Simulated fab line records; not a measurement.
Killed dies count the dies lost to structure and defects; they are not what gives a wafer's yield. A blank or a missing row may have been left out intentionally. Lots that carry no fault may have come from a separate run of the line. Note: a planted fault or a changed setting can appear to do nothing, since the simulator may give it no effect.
fab line records -- flow n5-finfet
[record] lots = 9, wafers = 27, last-day = 20
route steps=1938 shown ZERO_LAYER@4 WELL_APT@32 BEOL_M4@1111 PASSIVATION@1936
lots with no fault: from the same line, run without faults
start-h: the number of hours between the record's first day and the start of the first shown wafer of the lot -- wait-h: hours elapsed since this lot's preceding step -- " the same as in the row above -- L1.1+2: several wafers, shown together as one row -- - value missing, or start not given -- * or withheld: withheld -- < > ~ a bound
route shown NAME@n: NAME is a module with steps in the file, n the number in the route of the first one -- usual: mean/standard deviation of fault-free wafers -- same: alike in all rows -- chamber/n: place in a boat -- sites: each site's reading -- _std_site: standard deviation of those values -- _edge_site: outer sites' mean less inner sites' -- radius-mm: how far each site lies from the wafer's centre -- mask NAME#n: copy n -- behind: the tool/chamber that last shaped the wafer -- hold: why the lot went on hold/how many hours it stayed there/how the hold came to an end -- device: which transistor (n, p or np) failed to switch -- end of line: tests run on the same wafers once the route is complete -- for a step that has no rows: nothing shown but its recipe -- killed: the dies lost at the first sort to structure and to defects; this is not the yield of the wafer -- map: per-die view of a wafer (x killed, . not killed, _ where there is no die)
set.NAME: the setting the step ran with; set.NAME@STEP: the setting that earlier step ran with -- model.NAME: the simulator's own value behind a step, which no gauge read
steps of the route over a sample of lots; a table a step, a row a wafer
services: a tool's chamber out of use, with start hour (start-h, from the record's first day; less than 0 if before it), hours out, and reason
[[steps]]
[step N5_ZERO_LAYER_PECVD_02]
[recipe] material = SiO2, target-thk-a = 100, temp-c = 400, precursor = SiH4/N2O, pressure-torr = 0.75, rf-w = 275, time-s = 6
[usual] heater-power-w = 802/110, showerhead-plenum-p-Torr = 8.16/0.06
lot.wafer,tool,chamber,start-h,wait-h,heater-power-w,showerhead-plenum-p-Torr
L712.4,pecvd-03,1,12.31,0.1,989,8.24
L712.5,pecvd-03,2,12.31,0.1,767,8.14
L712.6,pecvd-03,0,12.31,0.1,838,8.22
L716.2,pecvd-02,2,36.30,0.0,838,8.12
L716.4,pecvd-02,0,36.30,0.0,914,8.22
L716.5,pecvd-02,2,36.30,0.0,883,8.13
L717.1,pecvd-01,1,42.28,0.0,653,8.09
L717.2,pecvd-01,2,42.28,0.0,861,8.20
L717.6,pecvd-01,2,42.28,0.0,860,8.20
L721.1,pecvd-02,2,66.28,0.0,817,8.17
L721.5,pecvd-02,0,66.28,0.0,877,8.18
L721.6,pecvd-02,1,66.28,0.0,679,8.08
L724.3,pecvd-03,2,84.32,0.1,690,8.17
L724.4,pecvd-03,1,84.32,0.1,893,8.25
L724.5,pecvd-03,1,84.32,0.1,949,8.26
L725.3,pecvd-02,0,90.29,0.0,820,8.21
L725.5,pecvd-02,0,90.29,0.0,830,8.20
L725.6,pecvd-02,1,90.29,0.0,667,8.09
L733.2,pecvd-02,1,138.29,0.0,588,8.08
L733.3,pecvd-02,2,138.29,0.0,699,8.13
L733.5,pecvd-02,1,138.29,0.0,588,8.08
L734.1,pecvd-02,1,144.28,0.0,694,8.08
L734.3,pecvd-02,0,144.28,0.0,787,8.21
L734.5,pecvd-02,0,144.28,0.0,782,8.19
L735.1,pecvd-01,1,150.29,0.0,613,8.08
L735.2,pecvd-01,2,150.29,0.0,835,8.23
L735.3,pecvd-01,0,150.29,0.0,994,8.11
[step N5_ZERO_LAYER_ETCH_17]
[recipe] chemistry = CF4, target = SiO2, target-depth-a = 120, time-s = 13.3, ion-energy-ev = 350, pressure-mtorr = 40, source-w = 450, bias-w = 215, Ar_flow_sccm = 100, cf4-flow-sccm = 100
[usual] drypump-motor-current-A = 5.7/0.45, oes-product-au = 0.81/0.07, rf-vpp-V = 949/4.7, showerhead-plenum-p-Torr = 2.15/0.076, throttle-valve-pct = 15.54/0.15
lot.wafer,tool,chamber,start-h,wait-h,drypump-motor-current-A,oes-product-au,rf-hours-counter-h,rf-vpp-V,showerhead-plenum-p-Torr,throttle-valve-pct
L712.4,rie-diel-05,1,12.74,0.0,6.5,0.70,-,947,2.12,15.77
L712.5,rie-diel-05,3,12.74,0.0,6.1,0.83,-,948,2.15,15.41
L712.6,rie-diel-05,0,12.74,0.0,5.6,0.74,-,949,2.14,15.73
L716.2,rie-diel-06,3,36.86,0.0,5.7,0.78,109,956,2.24,15.55
L716.4,rie-diel-06,0,36.86,0.0,5.9,0.81,-,955,2.24,15.47
L716.5,rie-diel-06,3,36.86,0.0,5.7,0.78,-,956,2.25,15.56
L717.1,rie-diel-06,1,43.52,0.0,5.5,0.84,85,941,2.00,15.69
L717.2,rie-diel-06,3,43.52,0.0,5.7,0.78,112,956,2.24,15.56
L717.6,rie-diel-06,0,43.52,0.0,5.9,0.80,-,954,2.24,15.46
L721.1,rie-diel-03,1,66.84,0.0,5.4,0.99,2,946,2.11,15.31
L721.5,rie-diel-03,3,66.84,0.0,5.1,0.87,-,955,2.27,15.57
L721.6,rie-diel-03,2,66.84,0.0,6.1,0.80,-,945,2.07,15.32
L724.3,rie-diel-03,3,84.88,0.0,5.1,0.85,58,955,2.27,15.58
L724.4,rie-diel-03,0,84.88,0.0,5.5,0.79,132,949,2.14,15.45
L724.5,rie-diel-03,3,84.88,0.0,5.1,0.86,-,956,2.27,15.59
L725.3,rie-diel-03,0,90.72,0.0,5.4,0.78,134,950,2.14,15.45
L725.5,rie-diel-03,2,90.72,0.0,6.1,0.78,-,942,2.07,15.34
L725.6,rie-diel-03,3,90.72,0.0,5.1,0.84,-,955,2.27,15.58
L733.2,rie-diel-06,3,138.84,0.0,5.7,0.75,144,954,2.23,15.64
L733.3,rie-diel-06,0,138.84,0.0,5.9,0.77,150,954,2.23,15.52
L733.5,rie-diel-06,0,138.84,0.0,5.9,0.77,-,954,2.23,15.53
L734.1,rie-diel-03,2,144.71,0.0,6.1,0.78,155,943,2.06,15.36
L734.3,rie-diel-03,0,144.71,0.0,5.5,0.77,152,948,2.13,15.49
L734.5,rie-diel-03,0,144.71,0.0,5.4,0.77,-,948,2.13,15.49
L735.1,rie-diel-05,0,150.72,0.0,5.6,0.71,194,947,2.13,15.81
L735.2,rie-diel-05,3,150.72,0.0,6.1,0.77,137,948,2.13,15.51
L735.3,rie-diel-05,2,150.72,0.0,4.9,0.88,38,951,2.19,15.50
[step N5_WELL_APT_IMPLANT_14]
[recipe] species = P, energy-kev = 160, dose-cm2 = 1.5e+13, tilt-deg = 0, rotation-deg = 0
[usual] dose-ions-cm2 = 1.5001e+13/1.5e+10, faraday-current-uA = 190/3.3
lot.wafer,tool,chamber,start-h,wait-h,dose-ions-cm2,faraday-current-uA
L712.4,implanter-02,0,13.83,0.1,1.5019e+13,189
L712.5,implanter-02,0,13.83,0.1,1.5e+13,192
L712.6,implanter-02,0,13.83,0.1,1.5e+13,188
L716.2,implanter-02,0,38.07,0.1,1.4984e+13,187
L716.4,implanter-02,0,38.07,0.1,1.5004e+13,184
L716.5,implanter-02,0,38.07,0.1,1.5008e+13,191
L717.1,implanter-01,0,44.67,0.1,1.5037e+13,189
L717.2,implanter-01,0,44.67,0.1,1.5013e+13,190
L717.6,implanter-01,0,44.67,0.1,1.5003e+13,189
L721.1,implanter-01,0,67.93,0.1,1.4995e+13,189
L721.5,implanter-01,0,67.93,0.1,1.4973e+13,187
L721.6,implanter-01,0,67.93,0.1,1.5002e+13,186
L724.3,implanter-01,0,85.97,0.1,2.5e+13,314
L724.4,implanter-01,0,85.97,0.1,2.4971e+13,321
L724.5,implanter-01,0,85.97,0.1,2.4988e+13,314
L725.3,implanter-01,0,91.95,0.1,2.5003e+13,318
L725.5,implanter-01,0,91.95,0.1,2.4991e+13,318
L725.6,implanter-01,0,91.95,0.1,2.4997e+13,304
L733.2,implanter-02,0,140.14,0.1,1.4998e+13,188
L733.3,implanter-02,0,140.14,0.1,1.5019e+13,181
L733.5,implanter-02,0,140.14,0.1,1.5011e+13,192
L734.1,implanter-02,0,145.88,0.1,1.5001e+13,188
L734.3,implanter-02,0,145.88,0.1,1.4997e+13,191
L734.5,implanter-02,0,145.88,0.1,1.5015e+13,188
L735.1,implanter-02,0,151.75,0.1,1.4987e+13,191
L735.2,implanter-02,0,151.75,0.1,1.503e+13,189
L735.3,implanter-02,0,151.75,0.1,1.4998e+13,185
[step N5_WELL_APT_DESCUM_30]
[recipe] chemistry = O2, time-s = 7.9, source-power-w = 50, bias-power-w = 20, pressure-mtorr = 20, rf-frequency-hz = 2.712e+07, temp-c = 40, o2-flow-sccm = 225
[usual] drypump-motor-current-A = 5.7/0.42, oes-product-au = 0.78/0.088, rf-vpp-V = 243.2/1.4, showerhead-plenum-p-Torr = 2.09/0.079, throttle-valve-pct = 20.29/0.18
lot.wafer,tool,chamber,start-h,wait-h,drypump-motor-current-A,oes-product-au,rf-hours-counter-h,rf-vpp-V,showerhead-plenum-p-Torr,throttle-valve-pct
L712.4,rie-diel-04,0,14.80,0.1,5.7,0.70,-,240.9,1.97,20.32
L712.5,rie-diel-04,1,14.80,0.1,6.4,0.75,-,245.8,2.15,20.40
L712.6,rie-diel-04,3,14.80,0.1,5.8,0.80,-,242.6,2.09,20.04
L716.2,rie-diel-04,0,39.08,0.0,5.7,0.70,223,240.7,1.97,20.34
L716.4,rie-diel-04,3,39.08,0.0,5.8,0.78,113,242.6,2.09,20.07
L716.5,rie-diel-04,3,39.08,0.0,5.8,0.78,-,242.8,2.09,20.06
L717.1,rie-diel-02,3,46.05,0.4,5.7,0.71,186,243.6,2.17,20.21
L717.2,rie-diel-02,1,46.05,0.4,5.7,0.84,84,241.3,2.02,20.18
L717.6,rie-diel-02,3,46.05,0.4,5.7,0.72,-,244.6,2.17,20.20
L721.1,rie-diel-04,1,69.09,0.0,6.4,0.74,193,245.4,2.14,20.41
L721.5,rie-diel-04,1,69.09,0.0,6.4,0.74,-,244.1,2.14,20.41
L721.6,rie-diel-04,0,69.09,0.0,5.7,0.69,-,242.7,1.97,20.35
L724.3,rie-diel-02,3,87.08,0.1,5.6,0.70,202,244.3,2.16,20.23
L724.4,rie-diel-02,0,87.08,0.1,5.3,0.75,153,243.2,2.08,20.17
L724.5,rie-diel-02,3,87.08,0.1,5.6,0.69,-,245.1,2.16,20.23
L725.3,rie-diel-04,0,93.07,0.2,5.7,0.68,245,241.3,1.96,20.36
L725.5,rie-diel-04,2,93.07,0.2,5.8,0.88,-,242.9,2.05,20.08
L725.6,rie-diel-04,3,93.07,0.2,5.8,0.77,-,241.1,2.08,20.08
L733.2,rie-diel-04,2,141.13,0.0,5.8,0.86,51,242.6,2.04,20.12
L733.3,rie-diel-04,3,141.13,0.0,5.8,0.76,143,243.3,2.08,20.10
L733.5,rie-diel-04,3,141.13,0.0,5.8,0.75,-,244.4,2.08,20.11
L734.1,rie-diel-01,2,146.90,0.0,6.4,0.91,35,245.1,2.23,20.31
L734.3,rie-diel-01,3,146.90,0.0,4.9,0.88,44,244.6,2.22,20.18
L734.5,rie-diel-01,1,146.90,0.0,5.3,0.70,-,242.7,2.07,20.66
L735.1,rie-diel-02,2,153.15,0.4,5.9,0.69,214,242.0,1.98,20.63
L735.2,rie-diel-02,0,153.15,0.4,5.3,0.73,177,243.1,2.08,20.22
L735.3,rie-diel-02,3,153.15,0.4,5.7,0.68,225,243.1,2.16,20.27
[step N5_BEOL_M4_RC_MEAS_101]
[usual] DIBL_N = 36.7/1.8, DIBL_P = 37.0/2.4, IOFF_N = 0.17/0.036, IOFF_P = 0.22/0.042, ION_N = 673/12, ION_P = 462/8.5, RS_NWELL = 1036/7.1, SS_N = 71.7/0.62, SS_P = 73.4/0.65, VT_N = 250/3.7, VT_P = -250/3.7
lot.wafer,tool,chamber,start-h,wait-h,DIBL_N[mV/V],DIBL_P[mV/V],IOFF_N[nA/um],IOFF_P[nA/um],ION_N[uA/um],ION_P[uA/um],RS_NWELL[ohm/sq],SS_N[mV/dec],SS_P[mV/dec],VT_N[mV],VT_P[mV]
L712.4,prober-01,0,190.83,0.5,38.0,39.7,0.19,0.24,682,462,1030,72.3,73.6,247,-250
L712.5,prober-01,0,190.83,0.5,36.5,37.5,0.16,0.20,676,460,1036,71.0,73.5,250,-252
L712.6,prober-01,0,190.83,0.5,37.5,39.1,0.18,0.23,678,458,1037,71.5,74.0,248,-251
L717.1,prober-01,0,204.56,0.0,37.7,38.4,0.17,0.21,670,455,1038,72.2,73.5,251,-253
L717.2,prober-01,0,204.56,0.0,34.6,34.7,0.13,0.16,671,456,1039,71.1,72.0,252,-255
L717.6,prober-01,0,204.56,0.0,35.9,35.1,0.14,0.17,655,447,1033,71.1,73.6,252,-254
L716.2,prober-02,0,214.95,0.2,34.1,34.9,0.11,0.15,642,447,1053,71.1,73.3,257,-253
L716.4,prober-02,0,214.95,0.2,36.1,36.7,0.13,0.18,654,443,1049,71.3,72.7,257,-252
L716.5,prober-02,0,214.95,0.2,33.6,34.7,0.11,0.15,647,446,1042,70.5,72.5,256,-255
L721.1,prober-01,0,237.71,0.0,35.9,35.9,0.17,0.25,683,479,1039,71.0,72.7,246,-243
L721.5,prober-01,0,237.71,0.0,35.4,35.4,0.15,0.24,667,470,1043,72.1,72.2,250,-244
L721.6,prober-01,0,237.71,0.0,37.8,37.7,0.20,0.29,672,474,1035,71.9,73.1,245,-243
L724.3,prober-01,0,262.71,0.3,36.3,38.6,0.17,0.25,680,468,782,71.7,74.3,246,-247
L724.4,prober-01,0,262.71,0.3,31.7,31.5,0.10,0.15,651,457,776,69.3,72.0,256,-250
L724.5,prober-01,0,262.71,0.3,38.1,40.0,0.20,0.28,668,464,781,72.6,74.5,248,-248
L725.3,prober-01,0,271.27,0.3,34.9,37.2,0.14,0.22,669,465,770,70.8,73.9,252,-251
L725.5,prober-01,0,271.27,0.3,35.1,36.2,0.13,0.19,664,460,774,71.2,74.0,255,-253
L725.6,prober-01,0,271.27,0.3,34.5,36.0,0.13,0.19,674,463,782,71.3,73.4,250,-253
L733.2,prober-02,0,302.50,0.2,38.1,36.4,0.17,0.25,687,471,1042,71.4,73.9,247,-248
L733.3,prober-02,0,302.50,0.2,39.6,38.4,0.20,0.29,671,462,1038,72.5,73.2,250,-247
L733.5,prober-02,0,302.50,0.2,37.0,35.7,0.15,0.23,683,470,1035,70.7,73.3,249,-248
L734.1,prober-02,0,330.73,0.0,37.6,38.4,0.18,0.24,684,467,1041,72.0,72.7,248,-250
L734.3,prober-02,0,330.73,0.0,36.9,37.5,0.16,0.22,671,460,1044,71.8,73.1,249,-254
L734.5,prober-02,0,330.73,0.0,36.6,37.7,0.16,0.23,676,469,1046,71.8,73.9,249,-251
L735.1,prober-01,0,355.73,0.0,36.6,36.4,0.15,0.19,669,454,1027,71.8,72.8,251,-252
L735.2,prober-01,0,355.73,0.0,36.8,35.9,0.16,0.20,682,464,1031,71.9,73.6,248,-253
L735.3,prober-01,0,355.73,0.0,35.9,35.0,0.14,0.18,670,455,1026,71.6,73.4,251,-254
[step N5_PASSIVATION_PROBE_49]
[usual] defect-limited-yield = 91.1/1.4, killed_at_M0_to_M3 = 32/9.3, killed_at_M4_up = 13/5.8, killed-at-contacts = 12/6.3, killed-at-front-end = 44/12, killed-at-other = 3.6/2.7, killed-dies = 104/17, killed-open = 69/13, killed-short = 34/6.9, sort_bin_5_function = 5.2/0.98, sort_bin_6_memory = 3.3/0.59, sort_bin_8_speed = 0.01/0.039, sort-n-pass = 1075/17, sort-yield-pct = 91.1/1.4
[same] gross-dies = 1180, killed-at-back-side = 0, sort_bin_4_leakage[%] = 0
lot.wafer,tool,chamber,start-h,wait-h,defect-limited-yield[%],killed_at_M0_to_M3,killed_at_M4_up,killed-at-contacts,killed-at-front-end,killed-at-other,killed-dies,killed-open,killed-short,sort_bin_5_function[%],sort_bin_6_memory[%],sort_bin_8_speed[%],sort-n-pass,sort-yield-pct[%]
L721.1,prober-02,-,340.32,0.0,91.0,44,12,8,40,2,106,63,43,5.4,3.1,0,1074,91.0
L721.5,prober-02,-,340.52,0.2,91.8,39,5,21,30,2,97,55,42,5.0,2.9,0,1083,91.8
L734.1,prober-02,-,429.62,0.0,91.6,27,10,6,54,2,99,63,36,5.9,2.2,0,1081,91.6
L734.3,prober-02,-,429.72,0.1,92.4,19,12,20,36,3,90,69,20,4.7,2.6,0,1090,92.4
L734.5,prober-02,-,429.82,0.2,89.4,34,8,18,59,6,125,92,32,5.8,4.3,0,1055,89.4
// killed by level:class
L721.1 FIN_SAQP:geometric-particle:open=15 BEOL_M0_SAQP:geometric-particle:short=13 FIN_SAQP:geometric-particle:short=8 MOL_CONTACT_COAG:geometric-particle:open=7 BEOL_M0_SAQP:geometric-particle:open=6 BEOL_M2:geometric-particle:open=5 STI_FIN_REVEAL:geometric-particle:open=5 BEOL_M1:geometric-particle:open=5
L721.5 MOL_CONTACT_COAG:geometric-particle:open=16 BEOL_M0_SAQP:geometric-particle:open=14 BEOL_M0_SAQP:geometric-particle:short=11 FIN_SAQP:geometric-particle:short=10 MOL_CONTACT_COAG:geometric-particle:short=5 GATE_CUT:geometric-particle:short=4 BEOL_M1:geometric-particle:open=4 STI_FIN_REVEAL:geometric-particle:open=3
L734.1 FIN_SAQP:geometric-particle:open=10 STI_FIN_REVEAL:geometric-particle:open=8 DUMMY_GATE:geometric-particle:open=7 FIN_SAQP:geometric-particle:short=6 BEOL_M0_SAQP:geometric-particle:open=6 STI_FIN_REVEAL:geometric-particle:short=5 MOL_CONTACT_COAG:geometric-particle:open=5 BEOL_M1:geometric-particle:open=5
L734.3 MOL_CONTACT_COAG:geometric-particle:open=18 STI_FIN_REVEAL:geometric-particle:open=12 FIN_SAQP:geometric-particle:open=5 BEOL_M0_SAQP:geometric-particle:short=5 BEOL_M1:geometric-particle:open=5 BEOL_M5:geometric-particle:open=5 BEOL_M2:geometric-particle:open=4 FIN_SAQP:geometric-particle:short=3
L734.5 FIN_SAQP:geometric-particle:open=15 MOL_CONTACT_COAG:geometric-particle:open=15 STI_FIN_REVEAL:geometric-particle:open=14 BEOL_M0_SAQP:geometric-particle:short=9 FIN_SAQP:geometric-particle:short=8 BEOL_M2:geometric-particle:open=7 DUMMY_GATE:geometric-particle:open=6 BEOL_M3:geometric-particle:open=6
[[services]]
tool,chamber,start-h,hours,kind
rie-diel-05,2,-10.80,2.7,repair
implanter-02,-,-9.86,1.8,repair
rie-diel-06,3,-9.65,3.1,repair
rie-diel-04,-,-5.98,0.8,repair
pecvd-03,-,3.36,2.0,repair
rie-diel-06,0,4.98,9.5,repair
rie-diel-03,3,19.67,2.8,repair
rie-diel-06,2,32.85,16.9,repair
rie-diel-04,1,50.04,6.2,repair
rie-diel-04,3,51.04,30.3,repair
rie-diel-02,0,51.06,16.0,repair
implanter-02,-,52.00,4.2,repair
rie-diel-02,3,53.76,2.0,repair
implanter-01,-,57.90,0.6,repair
rie-diel-06,1,68.99,2.8,repair
rie-diel-06,1,75.09,4.7,repair
rie-diel-06,1,99.01,14.3,repair
rie-diel-03,2,102.53,7.6,repair
implanter-01,-,102.77,2.9,repair
pecvd-02,-,105.74,2.8,pm
rie-diel-04,1,107.92,4.6,repair
implanter-01,-,130.37,3.2,pm
rie-diel-06,1,142.70,5.8,repair
pecvd-02,1,148.43,2.9,repair
[[key]]
[first-sign] step = N5_WELL_APT_IMPLANT_14, reading = dose-ions-cm2, direction = up, sigmas = 99+, usual = 1.5001e+13, struck = 2.4992e+13
[effect] step = N5_WELL_APT_IMPLANT_14, reading = faraday-current-uA, direction = up, sigmas = 38, usual = 190, struck = 315
[effect] step = N5_BEOL_M4_RC_MEAS_101, reading = RS_NWELL, direction = down, sigmas = 37, usual = 1036, struck = 778
met-at N5_WELL_APT_IMPLANT_14
struck-lots L724,L725
not-acting-at N5_ZERO_LAYER_PECVD_02,N5_ZERO_LAYER_ETCH_17,N5_WELL_APT_DESCUM_30
onset-between 67.93 85.97
[fault] kind = process-parameter-drift, tool = implanter-01, chamber = -, onset-h = 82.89, steps = N5_WELL_APT_IMPLANT_14, channel = dose-cm2, offset = 9.9971e+12, shape = step, end-h = 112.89, acts-in = these-recipes-only, stated = 1.5e+13
